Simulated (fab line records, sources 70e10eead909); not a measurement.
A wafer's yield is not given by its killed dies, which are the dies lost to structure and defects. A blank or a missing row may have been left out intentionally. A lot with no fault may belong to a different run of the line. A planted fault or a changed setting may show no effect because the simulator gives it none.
The tool behind it: which one? | flow nand_harc | 24 lots with 72 wafers sampled at 6 steps, on a route of 1302 steps

## WHAT EACH GAUGE READ, for each wafer
The record lacks any reading of a measuring or inspecting step that a usual standard deviation could be used to judge.

## WHICH TOOL RAN EACH LOT (tool, then ch and the chambers of the sampled wafers, then the start)
lot  | NHARC_A_STAIRCASE_ALD_415        | NHARC_A_STAIRCASE_STRIP_476        | NHARC_A_STAIRCASE_DEP_417       | NHARC_A_SLIT_ETCH_15                          | NHARC_A_WL_FILL_ALD_02              | NHARC_A_CONTACT_DEP_24
L074 | ald_hk-02 ch 0,1,3, day 17 01:52 | rie_diel-04 ch 2,3, day 17 03:34   | pecvd-02 ch 0,2, day 17 03:43   | rie_diel-09 ch 0,3, day 20 06:44 or earlier   | ald_metal-02 ch 0,1,3, day 20 06:44 | pecvd-01 ch 0,1,2, day 21 00:32
L075 | ald_hk-02 ch 1,2,3, day 17 10:07 | rie_diel-04 ch 0,1,3, day 17 11:49 | pecvd-04 ch 0,1,2, day 17 11:59 | rie_diel-09 ch 0,3, day 21 05:03 or earlier   | ald_metal-03 ch 0,3, day 21 05:03   | pecvd-02 ch 0,1,2, day 21 23:04
L076 | ald_hk-02 ch 0,1,3, day 17 18:37 | rie_diel-04 ch 1,2, day 17 20:36   | pecvd-03 ch 0,1,2, day 17 21:12 | rie_diel-01 ch 0,1,2, day 21 00:56 or earlier | ald_metal-02 ch 0,1, day 21 00:56   | pecvd-03 ch 0,2, day 21 18:45
L077 | ald_hk-01 ch 0,2,3, day 18 02:17 | rie_diel-07 ch 1,2, day 18 04:27   | pecvd-03 ch 1,2, day 18 04:35   | rie_diel-01 ch 0,2, day 20 22:02 or earlier   | ald_metal-01 ch 1,2, day 20 22:02   | pecvd-02 ch 1,2, day 21 16:23
L078 | ald_hk-01 ch 1,2,3, day 18 17:48 | rie_diel-04 ch 1,2,3, day 18 19:59 | pecvd-04 ch 0,1,2, day 18 20:04 | rie_diel-09 ch 0,1, day 21 20:09 or earlier   | ald_metal-01 ch 1,2,3, day 21 20:09 | pecvd-01 ch 0,1,2, day 22 14:22
L079 | ald_hk-01 ch 1,2,3, day 18 22:48 | rie_diel-04 ch 0,1,2, day 19 01:05 | pecvd-03 ch 0,2, day 19 01:10   | rie_diel-01 ch 1,2,3, day 21 23:44 or earlier | ald_metal-02 ch 0,2,3, day 21 23:44 | pecvd-03 ch 0,2, day 22 17:36
L081 | ald_hk-01 ch 0,1,2, day 19 12:02 | rie_diel-04 ch 0,1,3, day 19 14:13 | pecvd-04 ch 0,1,2, day 19 14:18 | rie_diel-09 ch 0,1,3, day 22 16:35 or earlier | ald_metal-02 ch 0,2,3, day 22 16:35 | pecvd-03 ch 0,1,2, day 23 11:45
L080 | ald_hk-02 ch 1,2,3, day 19 12:19 | rie_diel-04 ch 1,2, day 19 14:06   | pecvd-03 ch 0,1,2, day 19 14:17 | rie_diel-01 ch 2,3, day 22 19:10 or earlier   | ald_metal-03 ch 0,1,2, day 22 19:10 | pecvd-02 ch 0,1,2, day 23 11:49
L083 | ald_hk-01 ch 0,1,2, day 20 03:10 | rie_diel-04 ch 0,2,3, day 20 05:08 | pecvd-02 ch 0,2, day 20 05:13   | rie_diel-03 ch 0,1, day 23 07:18 or earlier   | ald_metal-02 ch 0,3, day 23 07:18   | pecvd-02 ch 0,2, day 24 03:18
L082 | ald_hk-04 ch 1,3, day 20 06:23   | rie_diel-07 ch 0,1, day 20 08:34   | pecvd-02 ch 0,2, day 20 09:01   | rie_diel-01 ch 1,2, day 23 07:28 or earlier   | ald_metal-03 ch 0,1,3, day 23 07:28 | pecvd-01 ch 0,2, day 24 03:26
L084 | ald_hk-02 ch 0,1,3, day 21 03:35 | rie_diel-07 ch 1,3, day 21 05:17   | pecvd-02 ch 0,2, day 21 05:25   | rie_diel-09 ch 0,2, day 24 13:40 or earlier   | ald_metal-01 ch 0,2, day 24 13:40   | pecvd-01 ch 0,1, day 25 09:17
L085 | ald_hk-02 ch 0,1,2, day 21 08:29 | rie_diel-04 ch 0,1,2, day 21 10:12 | pecvd-02 ch 0,1,2, day 21 10:26 | rie_diel-03 ch 0,1,2, day 24 13:41 or earlier | ald_metal-03 ch 0,1, day 24 13:41   | pecvd-03 ch 0,1,2, day 25 09:14
L086 | ald_hk-04 ch 0,2, day 22 04:19   | rie_diel-07 ch 1,3, day 22 06:17   | pecvd-03 ch 0,2, day 22 06:38   | rie_diel-01 ch 1,2, day 25 11:49 or earlier   | ald_metal-01 ch 2,3, day 25 11:49   | pecvd-03 ch 0,1, day 26 06:37
L087 | ald_hk-04 ch 0,3, day 22 17:16   | rie_diel-07 ch 2,3, day 22 19:14   | pecvd-02 ch 1,2, day 22 19:22   | rie_diel-03 ch 1,2,3, day 25 21:04 or earlier | ald_metal-03 ch 1,2,3, day 25 21:04 | pecvd-02 ch 0,1, day 26 15:09
L088 | ald_hk-01 ch 1,2, day 23 06:23   | rie_diel-07 ch 2,3, day 23 08:45   | pecvd-02 ch 1,2, day 23 08:53   | rie_diel-03 ch 0,1, day 26 08:19 or earlier   | ald_metal-02 ch 0,1,3, day 26 08:19 | pecvd-02 ch 1,2, day 27 04:35
L089 | ald_hk-01 ch 0,1,2, day 23 10:22 | rie_diel-07 ch 0,2,3, day 23 12:19 | pecvd-02 ch 1,2, day 23 12:31   | rie_diel-09 ch 0,1,3, day 26 08:05 or earlier | ald_metal-03 ch 0,3, day 26 08:05   | pecvd-01 ch 0,1, day 27 04:34
L090 | ald_hk-04 ch 2,3, day 23 18:55   | rie_diel-07 ch 0,2,3, day 23 20:53 | pecvd-04 ch 1,2, day 23 20:59   | rie_diel-01 ch 1,2, day 26 20:58 or earlier   | ald_metal-02 ch 0,2,3, day 26 20:58 | pecvd-03 ch 0,1,2, day 27 14:47
L092 | ald_hk-02 ch 0,2,3, day 23 21:47 | rie_diel-07 ch 1,2,3, day 23 23:56 | pecvd-04 ch 0,1,2, day 24 00:01 | rie_diel-03 ch 0,2, day 26 22:04 or earlier   | ald_metal-03 ch 0,2, day 26 22:04   | pecvd-02 ch 0,1,2, day 27 15:07
L091 | ald_hk-01 ch 2,3, day 23 22:51   | rie_diel-07 ch 0,1,3, day 24 00:49 | pecvd-04 ch 0,1, day 24 00:58   | rie_diel-09 ch 0,2, day 26 22:14 or earlier   | ald_metal-01 ch 1,2,3, day 26 22:14 | pecvd-01 ch 0,2, day 27 14:56
L093 | ald_hk-02 ch 1,2,3, day 25 01:00 | rie_diel-07 ch 1,3, day 25 03:10   | pecvd-02 ch 0,1,2, day 25 03:17 | rie_diel-03 ch 0,1,3, day 28 00:59 or earlier | ald_metal-03 ch 1,2,3, day 28 00:59 | pecvd-02 ch 0,1,2, day 28 23:57
L094 | ald_hk-04 ch 2,3, day 25 07:47   | rie_diel-04 ch 0,2,3, day 25 12:49 | pecvd-04 ch 0,2, day 25 12:55   | rie_diel-09 ch 0,3, day 28 14:32 or earlier   | ald_metal-01 ch 0,2,3, day 28 14:32 | pecvd-02 ch 0,1, day 29 07:43
L095 | ald_hk-04 ch 1,3, day 25 19:05   | rie_diel-04 ch 0,2,3, day 25 21:15 | pecvd-04 ch 1,2, day 25 21:20   | rie_diel-09 ch 0,1, day 28 23:53 or earlier   | ald_metal-03 ch 2,3, day 28 23:53   | pecvd-01 ch 0,2, day 29 17:44
L096 | ald_hk-02 ch 0,2,3, day 26 21:20 | rie_diel-07 ch 0,3, day 26 22:49   | pecvd-03 ch 0,1, day 26 23:00   | rie_diel-01 ch 2,3, day 29 23:44 or earlier   | ald_metal-03 ch 0,1,3, day 29 23:44 | pecvd-03 ch 1,2, day 30 18:58
L097 | ald_hk-02 ch 0,2, day 26 23:58   | rie_diel-04 ch 0,1, day 27 02:01   | pecvd-02 ch 0,1,2, day 27 02:09 | rie_diel-09 ch 0,1,3, day 30 03:28 or earlier | ald_metal-02 ch 2,3, day 30 03:28   | pecvd-02 ch 0,1, day 30 18:59
- NHARC_A_STAIRCASE_ALD_415: deposits SiO2, target thk 30 nm, pulse time 6 s, ald cycles 300.
- NHARC_A_STAIRCASE_STRIP_476: strips in O2, time 20 s.
- NHARC_A_STAIRCASE_DEP_417: deposits Si3N4, target thk 60 nm.
- NHARC_A_SLIT_ETCH_15: etches the open film in O2/COS, target depth 6200 nm, time 1612 s.
- NHARC_A_WL_FILL_ALD_02: deposits TiN, target thk 2 nm, pulse time 3 s, ald cycles 100.
- NHARC_A_CONTACT_DEP_24: deposits SiO2, target thk 500 nm.

## WHAT THE TOOLS THEMSELVES READ (means of the sampled wafers that have a number; where no wafer has one, the mark that the record gives instead)
NHARC_A_STAIRCASE_ALD_415. Usual: heater_power_w 479 W, standard deviation 41; precursor_pulse_height_rel 1.001, standard deviation 0.02.
lot  | tool      | heater_power_w (W) | precursor_pulse_height_rel | flag
L074 | ald_hk-02 | 502                | 0.994                      |
L075 | ald_hk-02 | 474                | 1.004                      |
L076 | ald_hk-02 | 497                | 1.001                      |
L077 | ald_hk-01 | 505                | 0.981                      |
L078 | ald_hk-01 | 481                | 0.994                      |
L079 | ald_hk-01 | 489                | 1.000                      |
L081 | ald_hk-01 | 476                | 1.008                      |
L080 | ald_hk-02 | 473                | 1.006                      |
L083 | ald_hk-01 | 475                | 0.988                      |
L082 | ald_hk-04 | 403                | 1.002                      |
L084 | ald_hk-02 | 495                | 1.007                      |
L085 | ald_hk-02 | 492                | 1.013                      |
L086 | ald_hk-04 | 498                | 1.009                      |
L087 | ald_hk-04 | 499                | 0.994                      |
L088 | ald_hk-01 | 445                | 1.005                      |
L089 | ald_hk-01 | 469                | 1.004                      |
L090 | ald_hk-04 | 459                | 1.000                      |
L092 | ald_hk-02 | 482                | 0.978                      |
L091 | ald_hk-01 | 465                | 1.002                      |
L093 | ald_hk-02 | 475                | 1.017                      |
L094 | ald_hk-04 | 452                | 1.001                      |
L095 | ald_hk-04 | 438                | 0.989                      |
L096 | ald_hk-02 | 485                | 1.016                      |
L097 | ald_hk-02 | 510                | 0.997                      |

NHARC_A_STAIRCASE_STRIP_476. Usual: drypump_motor_current_A 5.9 A, standard deviation 0.43; oes_product_au 0.999 a.u., standard deviation 0.0098; rf_vpp_V 57.7 V, standard deviation 0.94; showerhead_plenum_p_Torr 3.54 Torr, standard deviation 0.15; throttle_valve_pct 17.037 %, standard deviation 0.0084.
lot  | tool        | drypump_motor_current_A (A) | oes_product_au (a.u.) | rf_vpp_V (V) | showerhead_plenum_p_Torr (Torr) | throttle_valve_pct (%) | flag
L074 | rie_diel-04 | 5.8                         | 1.000                 | 56.9         | 3.40                            | 17.039                 |
L075 | rie_diel-04 | 6.1                         | 0.996                 | 57.9         | 3.62                            | 17.033                 |
L076 | rie_diel-04 | 5.8                         | 1.005                 | 57.6         | 3.43                            | 17.047                 |
L077 | rie_diel-07 | 6.0                         | 0.983                 | 57.1         | 3.54                            | 17.038                 |
L078 | rie_diel-04 | 5.9                         | 1.011                 | 57.1         | 3.45                            | 17.030                 |
L079 | rie_diel-04 | 5.9                         | 1.004                 | 57.1         | 3.53                            | 17.039                 |
L081 | rie_diel-04 | 6.1                         | 1.002                 | 58.2         | 3.61                            | 17.040                 |
L080 | rie_diel-04 | 5.7                         | 1.009                 | 56.9         | 3.37                            | 17.036                 |
L083 | rie_diel-04 | 6.0                         | 0.993                 | 58.0         | 3.55                            | 17.037                 |
L082 | rie_diel-07 | 6.0                         | 0.992                 | 56.9         | 3.44                            | 17.037                 |
L084 | rie_diel-07 | 5.6                         | 0.989                 | 57.1         | 3.52                            | 17.037                 |
L085 | rie_diel-04 | 5.9                         | 1.006                 | 56.9         | 3.52                            | 17.034                 |
L086 | rie_diel-07 | 5.2                         | 0.990                 | 57.6         | 3.57                            | 17.039                 |
L087 | rie_diel-07 | 5.3                         | 0.990                 | 57.3         | 3.63                            | 17.036                 |
L088 | rie_diel-07 | 5.8                         | 0.999                 | 58.5         | 3.63                            | 17.034                 |
L089 | rie_diel-07 | 5.8                         | 0.995                 | 57.7         | 3.54                            | 17.037                 |
L090 | rie_diel-07 | 5.8                         | 1.005                 | 57.7         | 3.54                            | 17.037                 |
L092 | rie_diel-07 | 5.7                         | 0.996                 | 58.0         | 3.57                            | 17.041                 |
L091 | rie_diel-07 | 5.7                         | 0.998                 | 58.0         | 3.48                            | 17.027                 |
L093 | rie_diel-07 | 5.2                         | 0.997                 | 57.9         | 3.56                            | 17.047                 |
L094 | rie_diel-04 | 6.0                         | 1.001                 | 57.4         | 3.53                            | 17.035                 |
L095 | rie_diel-04 | 6.0                         | 1.015                 | 58.2         | 3.53                            | 17.037                 |
L096 | rie_diel-07 | 5.4                         | 0.997                 | 57.1         | 3.52                            | 17.038                 |
L097 | rie_diel-04 | 6.1                         | 1.002                 | 57.7         | 3.66                            | 17.042                 |

NHARC_A_STAIRCASE_DEP_417. Usual: heater_power_w reads 695 W (standard deviation 83).
lot  | tool     | heater_power_w (W) | flag
L074 | pecvd-02 | 644                |
L075 | pecvd-04 | 729                |
L076 | pecvd-03 | 761                |
L077 | pecvd-03 | 784                |
L078 | pecvd-04 | 703                |
L079 | pecvd-03 | 617                |
L081 | pecvd-04 | 729                |
L080 | pecvd-03 | 738                |
L083 | pecvd-02 | 610                |
L082 | pecvd-02 | 597                |
L084 | pecvd-02 | 662                |
L085 | pecvd-02 | 667                |
L086 | pecvd-03 | 669                |
L087 | pecvd-02 | 696                |
L088 | pecvd-02 | 689                |
L089 | pecvd-02 | 652                |
L090 | pecvd-04 | 787                |
L092 | pecvd-04 | 705                |
L091 | pecvd-04 | 734                |
L093 | pecvd-02 | 693                |
L094 | pecvd-04 | 704                |
L095 | pecvd-04 | 724                |
L096 | pecvd-03 | 832                |
L097 | pecvd-02 | 637                |

NHARC_A_SLIT_ETCH_15. Usual: drypump_motor_current_A 5.9 A, standard deviation 0.54; oes_product_au 1.001 a.u., standard deviation 0.0098; rf_vpp_V 313.5 V, standard deviation 2; showerhead_plenum_p_Torr 3.08 Torr, standard deviation 0.12; throttle_valve_pct 28.329 %, standard deviation 0.01.
lot  | tool        | drypump_motor_current_A (A) | oes_product_au (a.u.) | rf_vpp_V (V) | showerhead_plenum_p_Torr (Torr) | throttle_valve_pct (%) | flag
L074 | rie_diel-09 | 6.3                         | 0.998                 | 312.7        | 3.00                            | 28.325                 |
L075 | rie_diel-09 | 6.4                         | 0.989                 | 311.8        | 2.97                            | 28.336                 |
L076 | rie_diel-01 | 6.0                         | 1.000                 | 313.7        | 3.07                            | 28.332                 |
L077 | rie_diel-01 | 6.2                         | 0.990                 | 315.4        | 3.14                            | 28.329                 |
L078 | rie_diel-09 | 5.5                         | 1.007                 | 313.7        | 3.15                            | 28.334                 |
L079 | rie_diel-01 | 5.9                         | 1.002                 | 314.0        | 3.05                            | 28.330                 |
L081 | rie_diel-09 | 5.8                         | 0.999                 | 313.2        | 3.07                            | 28.339                 |
L080 | rie_diel-01 | 6.1                         | 1.004                 | 314.7        | 3.13                            | 28.334                 |
L083 | rie_diel-03 | 5.8                         | 1.008                 | 313.0        | 3.06                            | 28.329                 |
L082 | rie_diel-01 | 5.6                         | 1.007                 | 312.9        | 3.01                            | 28.328                 |
L084 | rie_diel-09 | 6.1                         | 0.996                 | 315.2        | 3.18                            | 28.334                 |
L085 | rie_diel-03 | 5.5                         | 1.002                 | 312.1        | 3.02                            | 28.325                 |
L086 | rie_diel-01 | 5.8                         | 1.005                 | 313.4        | 3.08                            | 28.334                 |
L087 | rie_diel-03 | 5.5                         | 1.017                 | 312.9        | 3.05                            | 28.324                 |
L088 | rie_diel-03 | 5.7                         | 1.007                 | 313.0        | 3.06                            | 28.336                 |
L089 | rie_diel-09 | 5.9                         | 1.005                 | 313.2        | 3.07                            | 28.324                 |
L090 | rie_diel-01 | 5.8                         | 1.004                 | 312.7        | 3.08                            | 28.328                 |
L092 | rie_diel-03 | 5.7                         | 0.999                 | 312.3        | 3.01                            | 28.327                 |
L091 | rie_diel-09 | 6.3                         | 0.996                 | 312.9        | 3.06                            | 28.329                 |
L093 | rie_diel-03 | 5.8                         | 1.008                 | 312.3        | 3.09                            | 28.336                 |
L094 | rie_diel-09 | 6.2                         | 0.995                 | 312.7        | 2.99                            | 28.335                 |
L095 | rie_diel-09 | 6.0                         | 0.999                 | 313.8        | 3.04                            | 28.325                 |
L096 | rie_diel-01 | 6.1                         | 0.999                 | 315.0        | 3.12                            | 28.337                 |
L097 | rie_diel-09 | 5.8                         | 1.000                 | 314.2        | 3.06                            | 28.331                 |

NHARC_A_WL_FILL_ALD_02. Usual: heater_power_w 1090 W, standard deviation 92; precursor_pulse_height_rel 1.002, standard deviation 0.019.
lot  | tool         | heater_power_w (W) | precursor_pulse_height_rel | flag
L074 | ald_metal-02 | 1079               | 1.011                      |
L075 | ald_metal-03 | 1117               | 0.992                      |
L076 | ald_metal-02 | 1027               | 0.986                      |
L077 | ald_metal-01 | 987                | 0.997                      |
L078 | ald_metal-01 | 1019               | 0.999                      |
L079 | ald_metal-02 | 1081               | 0.990                      |
L081 | ald_metal-02 | 1059               | 1.006                      |
L080 | ald_metal-03 | 1181               | 1.001                      |
L083 | ald_metal-02 | 1081               | 0.992                      |
L082 | ald_metal-03 | 1106               | 1.006                      |
L084 | ald_metal-01 | 1050               | 1.024                      |
L085 | ald_metal-03 | 1130               | 1.004                      |
L086 | ald_metal-01 | 962                | 1.020                      |
L087 | ald_metal-03 | 1092               | 0.989                      |
L088 | ald_metal-02 | 1080               | 1.015                      |
L089 | ald_metal-03 | 1182               | 0.986                      |
L090 | ald_metal-02 | 1045               | 0.987                      |
L092 | ald_metal-03 | 1220               | 1.020                      |
L091 | ald_metal-01 | 1026               | 0.989                      |
L093 | ald_metal-03 | 1093               | 0.993                      |
L094 | ald_metal-01 | 1037               | 1.014                      |
L095 | ald_metal-03 | 1105               | 1.013                      |
L096 | ald_metal-03 | 1119               | 1.026                      |
L097 | ald_metal-02 | 1104               | 0.990                      |

NHARC_A_CONTACT_DEP_24. Usual: heater_power_w 520 W, standard deviation 98; throttle_valve_pct 16.0 %, standard deviation 0.4.
lot  | tool     | heater_power_w (W) | throttle_valve_pct (%) | flag
L074 | pecvd-01 | 560                | 16.7                   |
L075 | pecvd-02 | 446                | 16.2                   |
L076 | pecvd-03 | 454                | 15.7                   |
L077 | pecvd-02 | 556                | 16.0                   |
L078 | pecvd-01 | 506                | 16.1                   |
L079 | pecvd-03 | 561                | 15.8                   |
L081 | pecvd-03 | 581                | 15.7                   |
L080 | pecvd-02 | 458                | 16.2                   |
L083 | pecvd-02 | 461                | 16.0                   |
L082 | pecvd-01 | 496                | 16.1                   |
L084 | pecvd-01 | 494                | 16.2                   |
L085 | pecvd-03 | 543                | 15.5                   |
L086 | pecvd-03 | 665                | 15.6                   |
L087 | pecvd-02 | 462                | 15.8                   |
L088 | pecvd-02 | 430                | 15.6                   |
L089 | pecvd-01 | 507                | 16.2                   |
L090 | pecvd-03 | 566                | 15.6                   |
L092 | pecvd-02 | 486                | 15.7                   |
L091 | pecvd-01 | 529                | 16.3                   |
L093 | pecvd-02 | 511                | 16.0                   |
L094 | pecvd-02 | 531                | 16.1                   |
L095 | pecvd-01 | 485                | 16.2                   |
L096 | pecvd-03 | 518                | 15.3                   |
L097 | pecvd-02 | 471                | 16.1                   |

## THE ANSWER, worked out from the rows above alone
Rule: lot off if the mean of its wafers having a number is beyond 3 standard deviations from the usual mean. A lot without any number at a reading at which 4 lots or more have one is off too. All remaining lots with rows at the step are treated as sound. Order of review: gauges by route order, followed by the tools' own readings, for which a lot's mean as printed above is used. At the first step where some lot is off, the reading lying furthest off is the one used; lots without a number count as furthest.
No lot is off on any of the readings shown, so nothing can be concluded from this.

## WHAT THE SIMULATOR PUT IN
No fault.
